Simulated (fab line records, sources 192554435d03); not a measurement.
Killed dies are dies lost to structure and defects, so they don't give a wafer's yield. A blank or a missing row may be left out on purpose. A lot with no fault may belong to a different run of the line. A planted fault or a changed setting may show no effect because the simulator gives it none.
A struck lot beside a sound one ; flow n5-finfet ; 32 out of 1938 route steps
Sound: the wafers L502.4, L502.5, L502.6. Wafers struck: L508.1, L508.2, L508.6. At the end, the cause is stated.
Order at every step that has rows: each side's tool, ch and its chambers, its first start. Under that, the readings that differ: sound wafers ; struck wafers ; difference of the means ; sigmas: that difference in standard deviations of wafers without a fault.
alike: readings with means less than 2 such deviations apart, plus words and numbers identical on both sides. not compared: withheld readings, readings lacking a value on some wafer, bounds such as >300 that could conceal the same value, and numbers that have no deviation in the record and whose values overlap.
A row with sigmas, a row that says differs or no value, or rows on one side alone: a step with any of these is where the two part. Numbers that don't overlap but have no deviation are shown without sigmas and don't part them. A reading that every wafer of one side lacks parts them only if that side has two wafers or more.

first, 10 steps without rows for these wafers: N5_HKMG_FIN_DESCUM_53 (chemistry O2, time 7.9 s); N5_HKMG_FIN_ETCH_54 (etches SiARC in CF4, target depth 45.5 nm, time 75.8 s); N5_HKMG_FIN_ETCH_55 (etches SOC in N2/H2, target depth 240 nm, time 300 s); N5_HKMG_FIN_STRIP_56 (strips in N2/H2); N5_HKMG_FIN_STRIP_57 (strips in CF4); N5_HKMG_FIN_ETCH_58 (etches SOC in N2/H2, target depth 215.8 nm, time 741 s); N5_HKMG_FIN_STRIP_93 (strips SOC in N2/H2, time 20 s); N5_HKMG_FIN_WET_ETCH_76 (etches Al2O3 in dNH4OH, stops on La2O3, target depth 2.25 nm, rinse time 30 s); N5_HKMG_FIN_STRIP_60 (strips in N2/H2, time 360 s); N5_HKMG_FIN_WET_ETCH_77 (etches La2O3 in dHCl, stops on HfO2, target depth 2 nm).
N5_HKMG_FIN_WET_ETCH_78: etches Al2O3 in dNH4OH, stops on La2O3, target depth 4.5 nm, rinse time 30 s.
  sound on wet-bench-01 ch 1,4,7, day 5 15:30; struck on wet-bench-01 ch 1,2,3, day 7 06:02
then, 17 steps without rows for these wafers: N5_HKMG_FIN_ALD_79 (deposits TiN, target thk 1.5 nm, pulse time 1 s, purge time 3 s); N5_HKMG_FIN_CVD_62 (deposits a-Si from Si2H6, target thk 3 nm, time 20.8 s); N5_HKMG_FIN_RTA_80 (time 2 s); N5_HKMG_FIN_PRECLEAN_64 (cleans in dHF, time 30 s); N5_HKMG_FIN_WET_ETCH_65 (etches a-Si in TMAH, stops on TiN, time 49 s, target depth 3 nm); N5_HKMG_FIN_WET_ETCH_81 (etches TiN in SC1, stops on HfO2, time 57 s, target depth 6 nm); N5_HKMG_FIN_WET_ETCH_82 (etches La2O3 in dHCl, stops on HfO2, target depth 2 nm, rinse time 30 s); N5_HKMG_FIN_ALD_36 (deposits TiN, target thk 1 nm, pulse time 1 s, purge time 3 s); N5_HKMG_FIN_PWFM_ALD_03 (deposits TiN, target thk 2 nm, pulse time 1 s, purge time 3 s); N5_HKMG_FIN_COAT_29 (time 60 s, resist thk 300 nm); N5_HKMG_FIN_COAT_30 (time 60 s, resist thk 35 nm); N5_HKMG_FIN_COAT_06 (resist thk 90 nm); N5_HKMG_FIN_EBR_08; N5_HKMG_FIN_SOFTBAKE_07 (time 60 s); N5_HKMG_FIN_EXPOSE_09 (exposes mask NWFM); N5_HKMG_FIN_PEB_10 (peb time 60 s); N5_HKMG_FIN_DEVELOP_11 (develop time 30 s).
N5_HKMG_FIN_INSPECT_14: inspects for defects (macro).
  sound on defect-inspect-01 at day 5 17:43; struck on defect-inspect-02 at day 7 08:05
reading;sound;struck;difference;sigmas
raw-defect-count;4 1 1;>300 >300 >300;differs;
then, 1 step without rows for these wafers: N5_HKMG_FIN_DESCUM_17 (chemistry O2, time 7.9 s).
-- a jump in the record: the struck wafers' starts before and after are 4 days apart (it breaks off in module HKMG_FIN and resumes in module BEOL_M4, where the first step shown is number 1111 of the route) --
N5_BEOL_M4_RC_MEAS_101:
  sound on prober-01 ch 0, day 8 23:05; struck on prober-02 ch 0, day 10 20:58
reading;sound;struck;difference;sigmas
DIBL_N (mV/V);34.7 33.6 33.8;35.7 38.2 37.7;+3.2;+2
ION_N (uA/um);659 660 658;664 679 689;+18;+2
SS_N (mV/dec);71.0 71.0 70.2;71.4 72.4 72.0;+1.2;+2
  alike: DIBL_P, IOFF_N, IOFF_P, ION_P, SS_P, VT_N, VT_P
-- a jump in the record: the struck wafers' starts before and after are 4 days apart (it breaks off in module BEOL_M4 and resumes in module PASSIVATION, where the first step shown is number 1936 of the route) --
N5_PASSIVATION_PROBE_49:
  rows exist in the record for the struck wafers here (prober-02, day 15 00:17), but not for the sound ones

## WHERE THEY PART
First at N5_HKMG_FIN_INSPECT_14; last, within this record, at N5_PASSIVATION_PROBE_49.

WHY: whatever the simulator had introduced
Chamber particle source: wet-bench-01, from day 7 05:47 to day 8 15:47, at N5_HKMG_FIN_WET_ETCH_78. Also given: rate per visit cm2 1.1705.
